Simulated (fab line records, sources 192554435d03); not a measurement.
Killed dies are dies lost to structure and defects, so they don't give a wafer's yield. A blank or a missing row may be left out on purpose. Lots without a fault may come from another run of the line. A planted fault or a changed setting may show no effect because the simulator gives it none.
fab line records | flow n5_finfet
record lots=7 wafers=21
route steps=1938 shown BEOL_M8@1342 BEOL_M9@1440
start_h: hours from the record's first day to the start of the lot's first wafer shown | wait_h: hours since the lot's step before | " the same as in the row above | L1.1+2: a row that stands for several wafers | - no value, or no start given | * or withheld: withheld | < > ~ a bound
route shown NAME@n: a module of which the file shows steps, and the number in the route of the first | usual: mean/standard deviation of fault-free wafers | same: alike in all rows | chamber/n: place in a boat | sites: the reading at each site | _std_site: their standard deviation | _edge_site: outer sites' mean less inner sites' | radius_mm: how far each site lies from the wafer's centre | mask NAME#n: copy n | behind: the tool/chamber that last shaped the wafer | hold: why the lot was held/for how many hours/how that ended | device: the transistor (n, p or np) that didn't switch | end of line: the same wafers' tests at the end of the route | a step without rows: its recipe alone | killed: dies lost to structure and defects at the first sort, not the wafer's yield | map: a wafer's dies, x killed, . not, _ none there
set.NAME: the setting as run; set.NAME@STEP: as run at that earlier step | model.NAME: the simulator's own value behind a step, which no gauge read
lots whose settings were changed on purpose; a table a step, a row a wafer
## steps
# step N5_BEOL_M8_EXPOSE_08
# recipe mask_id=M8 na=1.35 source_shape=dipole sigma_inner=0.817 sigma_outer=0.97 polarization=te dose_mj=68.25
# columns lot.wafer tool chamber start_h wait_h mask set.dose_mj
L074.3+4+6 arfi_scanner-03 0 204.77 - M8#0 68.25
L076.4+5 arfi_scanner-02 0 208.49 - M8#0 72.38
L076.6 " 0 " " M8#0 68.25
L079.3+5+6 arfi_scanner-01 0 222.23 - M8#0 68.25
L085.1+6 arfi_scanner-01 0 264.99 - M8#0 68.25
L085.2 " 0 " " M8#0 64.16
L093.4+5+6 arfi_scanner-03 0 326.48 - M8#0 68.25
L095.1+3 arfi_scanner-03 0 334.01 - M8#0 68.25
L095.2 " 0 " " M8#0 65.41
L096.4+5+6 arfi_scanner-01 0 353.73 - M8#0 68.25
# step N5_BEOL_M8_PEB_09
# recipe peb_temp_c=withheld peb_time_s=60 resist=CAR-ArF
# step N5_BEOL_M8_DEVELOP_10
# recipe develop_time_s=30 developer=TMAH resist=CAR-ArF rinse_liquid=diw dry=air_spin dev_temp_c=23
# step N5_BEOL_M8_CD_MEAS_11
# recipe target_cd_nm=38.5 landing_energy_ev=500 detector=se_inlens polarity=opening
# usual cd_nm=38.4/0.52
# columns lot.wafer tool chamber start_h wait_h set.dose_mj@BEOL_M8_EXPOSE_08 cd_nm
L074.3 cd_sem-01 0 204.89 - 68.25 38.0
L074.4 " 0 " " 68.25 38.1
L074.6 " 0 " " 68.25 37.9
L076.4 cd_sem-01 0 208.60 - 72.38 41.2
L076.5 " 0 " " 72.38 40.9
L076.6 " 0 " " 68.25 38.8
L079.3 cd_sem-03 0 222.35 - 68.25 38.3
L079.5 " 0 " " 68.25 38.6
L079.6 " 0 " " 68.25 38.7
L085.1 cd_sem-01 0 265.12 - 68.25 38.0
L085.2 " 0 " " 64.16 34.7
L085.6 " 0 " " 68.25 38.5
L093.4 cd_sem-02 0 326.60 - 68.25 38.1
L093.5 " 0 " " 68.25 38.6
L093.6 " 0 " " 68.25 38.6
L095.1 cd_sem-03 0 334.14 - 68.25 39.5
L095.2 " 0 " " 65.41 37.0
L095.3 " 0 " " 68.25 39.0
L096.4 cd_sem-03 0 353.85 - 68.25 38.8
L096.5 " 0 " " 68.25 38.5
L096.6 " 0 " " 68.25 38.7
# step N5_BEOL_M8_DESCUM_16
# recipe chemistry=O2 time_s=7.9 source_power_w=50 bias_power_w=20 pressure_mtorr=20 rf_frequency_hz=2.712e+07 temp_c=40 resist=CAR-ArF o2_flow_sccm=225
# step N5_BEOL_M8_ETCH_61
# recipe chemistry=CF4 target=SiARC target_depth_a=455 mask_material=CAR-ArF time_s=75.8 ion_energy_ev=80 pressure_mtorr=40 source_w=545 bias_w=36 Ar_flow_sccm=100 cf4_flow_sccm=100 ends=cleared
# columns lot.wafer tool chamber start_h wait_h set.dose_mj@BEOL_M8_EXPOSE_08 model.BEOL_M8.cd_offset_nm
L074.3 rie_diel-01 1 205.65 0.0 68.25 -1
L074.4+6 " 3,0 " " 68.25 -0.6
L076.4 rie_diel-01 1 208.72 0.0 72.38 2.8
L076.5 " 3 " " 72.38 2.2
L076.6 " 0 " " 68.25 0.4
L079.3+5 rie_diel-03 0,2 222.47 0.0 68.25 0
L079.6 " 3 " " 68.25 -0.2
L085.1+6 rie_diel-03 1,0 265.40 0.0 68.25 -0.2
L085.2 " 3 " " 64.16 -3.8
L093.4 rie_diel-03 0 327.26 0.0 68.25 -0.4
L093.5 " 0 " " 68.25 0
L093.6 " 1 " " 68.25 0.4
L095.1 rie_diel-03 1 334.26 0.0 68.25 1.2
L095.2 " 0 " " 65.41 -1.8
L095.3 " 2 " " 68.25 0.2
L096.4 rie_diel-01 1 353.99 0.0 68.25 -0.2
L096.5 " 0 " " 68.25 -0.4
L096.6 " 2 " " 68.25 0.4
# step N5_BEOL_M8_ETCH_62
# recipe chemistry=N2/H2 target=SOC target_depth_a=1100 overetch_a=220 mask_material=SiARC temp_c=40 time_s=165 ion_energy_ev=200 pressure_mtorr=30 source_w=840 bias_w=150 n2_flow_sccm=200 h2_flow_sccm=200
# step N5_BEOL_M8_STRIP_68
# recipe chemistry=N2/H2 temp_c=40 n2_flow_sccm=200 h2_flow_sccm=200 rf_frequency_hz=6e+07
# step N5_BEOL_M8_STRIP_67
# recipe chemistry=CF4 resist=SiARC power_w=300 bias_power_w=75 pressure_mtorr=50 cf4_flow_sccm=150 rf_frequency_hz=6e+07
# step N5_BEOL_M8_HM_OPEN_17
# recipe chemistry=Cl2/BCl3 target_depth_a=200 overetch_a=60 target=TiN mask_material=SOC ion_energy_ev=150 pressure_mtorr=10 icp_w=1000 bias_w=126 Cl2_flow_sccm=53.25 bcl3_flow_sccm=21.75 Ar_flow_sccm=25
# columns lot.wafer tool chamber start_h wait_h set.target_thk_a@BEOL_M8_HM_DEP_02 set.dose_mj@BEOL_M8_EXPOSE_08 model.etch.depth_nm model.BEOL_M8.cd_offset_nm
L074.3 rie_metal-01 0 205.93 0.1 220.3 68.25 22.19 -0.8
L074.4 " 1 " " 220.3 68.25 22.49 -0.8
L074.6 " 1 " " 200 68.25 20.41 -0.4
L076.4 rie_metal-01 0 208.99 0.1 200 72.38 19.99 2.8
L076.5 " 1 " " 200 72.38 19.8 2
L076.6 " 0 " " 200 68.25 20.18 0.4
L079.3 rie_metal-02 0 222.74 0.1 200 68.25 19.92 0.2
L079.5 " 1 " " 200 68.25 20.25 0.4
L079.6 " 0 " " 200 68.25 20.38 -0.6
L085.1 rie_metal-01 1 265.65 0.0 200 68.25 20.1 0
L085.2 " 0 " " 211.3 64.16 21.24 -3.8
L085.6 " 1 " " 200 68.25 20.07 0.2
L093.4 rie_metal-01 1 327.68 0.1 200 68.25 19.97 -0.2
L093.5 " 1 " " 200 68.25 19.89 0
L093.6 " 1 " " 200 68.25 19.96 0
L095.1 rie_metal-03 1 334.50 0.0 200 68.25 20 1.2
L095.2 " 0 " " 181.1 65.41 18.01 -1.6
L095.3 " 0 " " 181.1 68.25 18.04 0.4
L096.4 rie_metal-01 1 354.24 0.1 184.9 68.25 18.6 -0.4
L096.5 " 0 " " 200 68.25 19.92 -0.4
L096.6 " 1 " " 184.9 68.25 18.52 0.2
# step N5_BEOL_M8_STRIP_19
# recipe chemistry=O2 power_w=400 temp_c=40 pressure_mtorr=30 rf_frequency_hz=6e+07 bias_power_w=0 overash_fraction=0.2 o2_flow_sccm=225
# step N5_BEOL_M8_CD_MEAS_18
# recipe pitch_nm=80 target_cd_nm=40
# usual cd_nm=39.9/0.61
# columns lot.wafer tool chamber start_h wait_h set.dose_mj@BEOL_M8_EXPOSE_08 cd_nm
L074.3 cd_sem-02 - 206.08 0.1 68.25 39.3
L074.4 " - " " 68.25 39.3
L074.6 " - " " 68.25 39.8
L076.4 cd_sem-01 - 209.17 0.0 72.38 43.2
L076.5 " - " " 72.38 41.8
L076.6 " - " " 68.25 40.3
L079.3 cd_sem-02 - 222.97 0.1 68.25 40.6
L079.5 " - " " 68.25 40.4
L079.6 " - " " 68.25 39.3
L085.1 cd_sem-03 - 265.86 0.0 68.25 39.8
L085.2 " - " " 64.16 36.1
L085.6 " - " " 68.25 40.2
L093.4 cd_sem-01 - 327.90 0.1 68.25 40.1
L093.5 " - " " 68.25 39.9
L093.6 " - " " 68.25 40.1
L095.1 cd_sem-02 - 334.68 0.0 68.25 40.8
L095.2 " - " " 65.41 38.1
L095.3 " - " " 68.25 40.2
L096.4 cd_sem-03 - 354.39 0.1 68.25 39.6
L096.5 " - " " 68.25 39.8
L096.6 " - " " 68.25 39.8
# step N5_BEOL_M8_TRENCH_ETCH_37
# recipe chemistry=C4F6/O2 target_depth_a=934.78 target=SiCOH_lowk time_s=31.2 ion_energy_ev=250 pressure_mtorr=30 source_w=345 bias_w=185 Ar_flow_sccm=300 C4F6_flow_sccm=10 O2_flow_sccm=10
# usual rf_vpp_V=665/8.8
# columns lot.wafer tool chamber start_h wait_h set.bias_w set.target_thk_a@BEOL_M8_HM_DEP_02 rf_vpp_V model.TiN_of_BEOL_M8_HM_DEP_02.thk_nm
L074.3 rie_diel-01 2 - - 171.3 220.3 625 19.6
L074.4 " 0 " " 185 220.3 665 19.8
L074.6 " 1 " " 185 200 661 17.8
L076.4 rie_diel-01 3 - - 185 200 675 17.2
L076.5 " 2 " " 185 200 662 17.2
L076.6 " 1 " " 201.1 200 708 17.4
L079.3 rie_diel-01 3 - - 185 200 674 17.2
L079.5 " 3 " " 185 200 674 17.6
L079.6 " 0 " " 185 200 665 17.8
L085.1 rie_diel-03 3 - - 185 200 663 17.6
L085.2 " 1 " " 209.8 211.3 732 18.4
L085.6 " 0 " " 209.8 200 757 17.2
L093.4 rie_diel-03 0 - - 185 200 684 17.2
L093.5 " 0 " " 185 200 684 17.2
L093.6 " 1 " " 185 200 662 17.4
L095.1 rie_diel-05 2 - - 193.5 200 689 17.2
L095.2 " 3 " " 185 181.1 677 15.2
L095.3 " 0 " " 185 181.1 664 15.4
L096.4 rie_diel-05 1 - - 185 184.9 646 16
L096.5 " 1 " " 176 200 621 17.4
L096.6 " 2 " " 176 184.9 638 16
# step N5_BEOL_M8_ETCH_41
# recipe chemistry=CH3F/O2 target=SiCN target_depth_a=319 taper_deg=2 time_s=57.8 ion_energy_ev=120 mask_material=TiN pressure_mtorr=30 source_w=395 bias_w=75 Ar_flow_sccm=150 CH3F_flow_sccm=30 O2_flow_sccm=20
# step N5_BEOL_M8_STRIP_80
# recipe chemistry=N2/H2 time_s=10 power_w=450 temp_c=40 pressure_mtorr=20 rf_frequency_hz=6e+07 bias_power_w=7 n2_flow_sccm=200 h2_flow_sccm=200
# step N5_BEOL_M8_OCD_MEAS_38
# usual trench_depth_nm=93.1/1.3
# columns lot.wafer tool chamber start_h wait_h set.bias_w@BEOL_M8_TRENCH_ETCH_37 trench_depth_nm
L074.3 ocd-02 - 207.62 - 171.3 91.1
L074.4 " - " " 185 92.9
L074.6 " - " " 185 93.0
L076.4 ocd-01 - 212.02 - 185 94.2
L076.5 " - " " 185 93.1
L076.6 " - " " 201.1 96.5
L079.3 ocd-02 - 223.96 - 185 94.0
L079.5 " - " " 185 94.1
L079.6 " - " " 185 92.3
L085.1 ocd-01 - 267.59 - 185 90.1
L085.2 " - " " 209.8 96.7
L085.6 " - " " 209.8 97.7
L093.4 ocd-02 - 329.81 - 185 93.9
L093.5 " - " " 185 92.4
L093.6 " - " " 185 92.1
L095.1 ocd-02 - 338.27 - 193.5 94.7
L095.2 " - " " 185 96.0
L095.3 " - " " 185 94.6
L096.4 ocd-02 - 356.18 - 185 94.1
L096.5 " - " " 176 92.4
L096.6 " - " " 176 92.2
# step N5_BEOL_M8_HM_STRIP_39
# recipe chemistry=peroxide_tin_strip material=TiN target_depth_a=250 temp_c=50 time_s=158
# step N5_BEOL_M8_SRD_40
# recipe time_s=30 temp_c=23 rinse_liquid=diw dry=ipa_marangoni
# step N5_BEOL_M8_PRECLEAN_42
# recipe chemistry=residue_remover time_s=60 temp_c=40
# step N5_BEOL_M8_SRD_43
# recipe time_s=30 temp_c=23 rinse_liquid=diw dry=ipa_marangoni
# step N5_BEOL_M8_CD_MEAS_35
# recipe target_cd_nm=40 polarity=opening
# usual cd_nm=39.9/0.59
# columns lot.wafer tool chamber start_h wait_h set.dose_mj@BEOL_M8_EXPOSE_08 cd_nm
L074.3 cd_sem-01 - 207.77 0.0 68.25 39.5
L074.4 " - " " 68.25 39.0
L074.6 " - " " 68.25 39.9
L076.4 cd_sem-02 - 212.18 0.0 72.38 42.8
L076.5 " - " " 72.38 42.0
L076.6 " - " " 68.25 40.5
L079.3 cd_sem-02 - 224.12 0.0 68.25 40.4
L079.5 " - " " 68.25 40.1
L079.6 " - " " 68.25 39.7
L085.1 cd_sem-02 - 267.75 0.0 68.25 40.2
L085.2 " - " " 64.16 35.9
L085.6 " - " " 68.25 39.8
L093.4 cd_sem-01 - 329.96 0.0 68.25 39.9
L093.5 " - " " 68.25 39.9
L093.6 " - " " 68.25 40.2
L095.1 cd_sem-02 - 338.42 0.0 68.25 41.1
L095.2 " - " " 65.41 38.4
L095.3 " - " " 68.25 40.5
L096.4 cd_sem-01 - 356.33 0.0 68.25 39.4
L096.5 " - " " 68.25 39.3
L096.6 " - " " 68.25 40.2
# step N5_BEOL_M9_ETCH_66
# recipe chemistry=N2/H2 target=SOC target_depth_a=800 overetch_a=160 mask_material=SiARC temp_c=40 time_s=120 ion_energy_ev=200 pressure_mtorr=30 source_w=840 bias_w=150 n2_flow_sccm=200 h2_flow_sccm=200
# columns lot.wafer tool chamber start_h wait_h set.time_s model.SiARC_of_BEOL_M9_COAT_64.thk_nm
L074.3 rie_diel-02 3 213.88 0.0 120 6.4
L074.4 " 0 " " 120 6.2
L074.6 " 1 " " 93.5 7.6
L076.4+5+6 rie_diel-02 3,3,2 217.32 0.0 120 6.6
L079.3 rie_diel-06 0 233.12 0.0 120 6.2
L079.5+6 " 2,1 " " 120 6.4
L085.1 rie_diel-06 0 274.39 0.0 143 5.2
L085.2 " 1 " " 120 6.4
L085.6 " 3 " " 143 5.4
L093.4 rie_diel-04 2 337.86 0.0 136.5 6
L093.5 " 0 " " 120 6.6
L093.6 " 3 " " 136.5 5.8
L095.1+2 rie_diel-04 3,0 345.04 0.0 120 6.4
L095.3 " 2 " " 120 6.6
L096.4 rie_diel-06 0 364.29 0.0 100.6 7.2
L096.5 " 3 " " 120 6.6
L096.6 " 2 " " 100.6 7.4
# step N5_BEOL_M9_TRENCH_ETCH_37
# recipe chemistry=C4F6/O2 target_depth_a=1514.3 target=SiCOH_lowk time_s=49 ion_energy_ev=250 pressure_mtorr=30 source_w=345 bias_w=185 Ar_flow_sccm=300 C4F6_flow_sccm=10 O2_flow_sccm=10
# columns lot.wafer tool chamber start_h wait_h set.time_s model.BEOL_M9.feature_depth_nm model.etch.depth_nm model.TiN_of_BEOL_M9_HM_DEP_02.thk_nm
L074.3 rie_diel-02 3 - - 49 153.8 153.8 15.6
L074.4 " 0 " " 49 155.8 155.7 15.8
L074.6 " 1 " " 49 151.8 151.7 15.8
L076.4 rie_diel-02 3 - - 49 152.4 152.4 16
L076.5 " 3 " " 42.26 132.2 132.2 16.6
L076.6 " 2 " " 42.26 129.2 129.2 16.8
L079.3 rie_diel-06 0 - - 49 153.2 153.2 15.8
L079.5 " 2 " " 49 149.4 149.5 16
L079.6 " 1 " " 49 150.6 150.5 16
L085.1 rie_diel-06 0 - - 49 151.6 151.5 15.8
L085.2 " 1 " " 49 149.2 149.2 16.2
L085.6 " 3 " " 53.49 165.4 165.4 15.4
L093.4 rie_diel-04 2 - - 49 148 147.9 15.6
L093.5 " 0 " " 49 151.6 151.7 15.4
L093.6 " 3 " " 58.04 173.4 173.4 14.8
L095.1 rie_diel-04 3 - - 49 147.6 147.6 16.2
L095.2 " 0 " " 49 152 152 16.2
L095.3 " 2 " " 49 147.6 147.6 16.4
L096.4 rie_diel-06 0 - - 49 154.2 154.3 15.8
L096.5 " 3 " " 53.4 163.2 163.1 15.6
L096.6 " 2 " " 49 148.8 148.9 15.8
# step N5_BEOL_M9_ETCH_41
# recipe chemistry=CH3F/O2 target=SiCN target_depth_a=366 taper_deg=2 time_s=70.1 ion_energy_ev=120 mask_material=TiN pressure_mtorr=30 source_w=395 bias_w=75 Ar_flow_sccm=150 CH3F_flow_sccm=30 O2_flow_sccm=20
# step N5_BEOL_M9_STRIP_80
# recipe chemistry=N2/H2 time_s=10 power_w=450 temp_c=40 pressure_mtorr=20 rf_frequency_hz=6e+07 bias_power_w=7 n2_flow_sccm=200 h2_flow_sccm=200
# step N5_BEOL_M9_OCD_MEAS_38
# usual trench_depth_nm=150.6/2.5
# columns lot.wafer tool chamber start_h wait_h set.time_s@BEOL_M9_TRENCH_ETCH_37 trench_depth_nm
L074.3 ocd-02 - 214.26 - 49 153.3
L074.4 " - " " 49 155.7
L074.6 " - " " 49 151.7
L076.4 ocd-02 - 217.70 - 49 152.6
L076.5 " - " " 42.26 131.7
L076.6 " - " " 42.26 129.3
L079.3 ocd-01 - 233.50 - 49 154.0
L079.5 " - " " 49 149.7
L079.6 " - " " 49 150.3
L085.1 ocd-02 - 274.76 - 49 151.7
L085.2 " - " " 49 149.2
L085.6 " - " " 53.49 165.2
L093.4 ocd-01 - 338.24 - 49 147.6
L093.5 " - " " 49 151.5
L093.6 " - " " 58.04 173.8
L095.1 ocd-01 - 345.41 - 49 147.6
L095.2 " - " " 49 151.5
L095.3 " - " " 49 147.6
L096.4 ocd-01 - 364.67 - 49 153.9
L096.5 " - " " 53.4 163.3
L096.6 " - " " 49 148.9
# step N5_BEOL_M9_HM_STRIP_39
# recipe chemistry=peroxide_tin_strip material=TiN target_depth_a=250 temp_c=50 time_s=158
# step N5_BEOL_M9_SRD_40
# recipe time_s=30 temp_c=23 rinse_liquid=diw dry=ipa_marangoni
# step N5_BEOL_M9_ECD_50
# recipe material=Cu target_thk_a=3180
# step N5_BEOL_M9_ANNEAL_51
# recipe temp_c=225 time_s=90 ambient=N2
# step N5_BEOL_M9_CMP_52
# recipe stop_on=SiCOH_lowk t_overpolish_s=7 down_force_psi=1 platen_rpm=50 clearing_platen_down_force_psi=1.5 clearing_platen_rpm=50 post_cmp_clean=cu_alkaline target_thk_nm=140 clearing_platen_pad_velocity_m_s=0.99484 pad_velocity_m_s=0.99484
# columns lot.wafer tool chamber start_h wait_h set.time_s@BEOL_M9_TRENCH_ETCH_37 model.Cu_of_BEOL_M9_ECD_50.thk_nm
L074.3 cmp-03 1 216.84 0.2 49 144.8
L074.4 " 0 " " 49 144
L074.6 " 2 " " 49 141.4
L076.4 cmp-03 0 219.79 0.2 49 141.8
L076.6 " 2 " " 42.26 118.8
L076.5 " 3 " " 42.26 121.6
L079.3 cmp-01 2 235.54 0.2 49 141.2
L079.6 " 1 " " 49 137.6
L079.5 " 2 " " 49 137.2
L085.1 cmp-01 2 277.73 0.3 49 141.8
L085.2 " 3 " " 49 137.8
L085.6 " 2 " " 53.49 154.8
L093.4 cmp-02 1 342.10 0.3 49 136.8
L093.5 " 0 " " 49 141.2
L093.6 " 1 " " 58.04 162
L095.3 cmp-01 3 347.63 0.2 49 134.4
L095.1 " 0 " " 49 134.8
L095.2 " 1 " " 49 139.2
L096.4 cmp-01 0 367.35 0.2 49 142.6
L096.5 " 1 " " 53.4 151.8
L096.6 " 2 " " 49 137.6
# step N5_BEOL_M9_THK_MEAS_53
# recipe thk_meas_gauge=xrf reads=Cu_of_BEOL_M9_ECD_50
# usual M9_THK=140/3
# columns lot.wafer tool chamber start_h wait_h set.time_s@BEOL_M9_TRENCH_ETCH_37 M9_THK[nm]
L074.3 film_metro-01 - 217.13 - 49 146
L074.4 " - " " 49 146
L074.6 " - " " 49 143
L076.4 film_metro-01 - 220.01 - 49 143
L076.5 " - " " 42.26 122
L076.6 " - " " 42.26 119
L079.3 film_metro-02 - 235.80 - 49 142
L079.5 " - " " 49 138
L079.6 " - " " 49 139
L085.1 film_metro-01 - 278.21 - 49 142
L085.2 " - " " 49 137
L085.6 " - " " 53.49 155
L093.4 film_metro-01 - 342.36 - 49 139
L093.5 " - " " 49 143
L093.6 " - " " 58.04 165
L095.1 film_metro-02 - 347.92 - 49 136
L095.2 " - " " 49 140
L095.3 " - " " 49 135
L096.4 film_metro-01 - 367.54 - 49 142
L096.5 " - " " 53.4 151
L096.6 " - " " 49 137
# step N5_BEOL_M9_PRE_CLEAN_55
# recipe gas=NH3 time_s=15 temp_c=withheld rf_power_w=300
# step N5_BEOL_M9_DEP_56
# recipe material=SiCN target_thk_a=150 temp_c=withheld precursor=3MS/NH3 pressure_torr=3 rf_w=202 time_s=26.5
# step N5_BEOL_M9_RS_MEAS_57
# recipe thk_meas_gauge=four-point-probe reads=Cu_of_BEOL_M9_ECD_50+Co_of_BEOL_M9_CVD_78+TaN_of_BEOL_M9_ALD_74
# usual M9_RS=0.152/0.0034
# columns lot.wafer tool chamber start_h wait_h set.time_s@BEOL_M9_TRENCH_ETCH_37 M9_RS[ohm/sq]
L074.3 film_metro-02 - 217.27 0.1 49 0.145
L074.4 " - " " 49 0.146
L074.6 " - " " 49 0.149
L076.4 film_metro-01 - 220.15 0.0 49 0.149
L076.5 " - " " 42.26 0.177
L076.6 " - " " 42.26 0.181
L079.3 film_metro-02 - 235.94 0.1 49 0.149
L079.5 " - " " 49 0.154
L079.6 " - " " 49 0.154
L085.1 film_metro-02 - 278.34 0.1 49 0.149
L085.2 " - " " 49 0.154
L085.6 " - " " 53.49 0.135
L093.4 film_metro-01 - 342.50 0.0 49 0.155
L093.5 " - " " 49 0.150
L093.6 " - " " 58.04 0.129
L095.1 film_metro-01 - 348.06 0.1 49 0.157
L095.2 " - " " 49 0.152
L095.3 " - " " 49 0.158
L096.4 film_metro-02 - 367.67 0.0 49 0.148
L096.5 " - " " 53.4 0.138
L096.6 " - " " 49 0.154
## key
split step=N5_BEOL_M8_EXPOSE_08 setting=dose_mj stated=68.25 by=wafer
response step=N5_BEOL_M8_CD_MEAS_11 reading=cd_nm change=+0.489 per=1% r=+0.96
response step=N5_BEOL_M8_ETCH_61 reading=model.BEOL_M8.cd_offset_nm change=+0.497 per=1% r=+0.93
response step=N5_BEOL_M8_HM_OPEN_17 reading=model.BEOL_M8.cd_offset_nm change=+0.506 per=1% r=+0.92
response step=N5_BEOL_M8_CD_MEAS_18 reading=cd_nm change=+0.513 per=1% r=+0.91
response step=N5_BEOL_M8_CD_MEAS_35 reading=cd_nm change=+0.501 per=1% r=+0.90
split step=N5_BEOL_M8_TRENCH_ETCH_37 setting=bias_w stated=185 by=wafer
response step=N5_BEOL_M8_TRENCH_ETCH_37 reading=rf_vpp_V change=+5.32 per=1% r=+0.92
response step=N5_BEOL_M8_OCD_MEAS_38 reading=trench_depth_nm change=+0.395 per=1% r=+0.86
split step=N5_BEOL_M9_ETCH_66 setting=time_s stated=120 by=wafer
response step=N5_BEOL_M9_ETCH_66 reading=model.SiARC_of_BEOL_M9_COAT_64.thk_nm change=-0.0542 per=1% r=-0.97
split step=N5_BEOL_M9_TRENCH_ETCH_37 setting=time_s stated=49 by=wafer
response step=N5_BEOL_M9_TRENCH_ETCH_37 reading=model.BEOL_M9.feature_depth_nm change=+1.41 per=1% r=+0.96
response step=N5_BEOL_M9_TRENCH_ETCH_37 reading=model.etch.depth_nm change=+1.41 per=1% r=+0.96
response step=N5_BEOL_M9_TRENCH_ETCH_37 reading=model.TiN_of_BEOL_M9_HM_DEP_02.thk_nm change=-0.043 per=1% r=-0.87
response step=N5_BEOL_M9_OCD_MEAS_38 reading=trench_depth_nm change=+1.43 per=1% r=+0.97
response step=N5_BEOL_M9_CMP_52 reading=model.Cu_of_BEOL_M9_ECD_50.thk_nm change=+1.39 per=1% r=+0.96
response step=N5_BEOL_M9_THK_MEAS_53 reading=M9_THK change=+1.41 per=1% r=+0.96
response step=N5_BEOL_M9_RS_MEAS_57 reading=M9_RS change=-0.00161 per=1% r=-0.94
split outside_this_file step=N5_BEOL_M8_HM_DEP_02 setting=target_thk_a
# split outside_this_file: this setting was split too, and the file shows its column; the key of that split is in another file
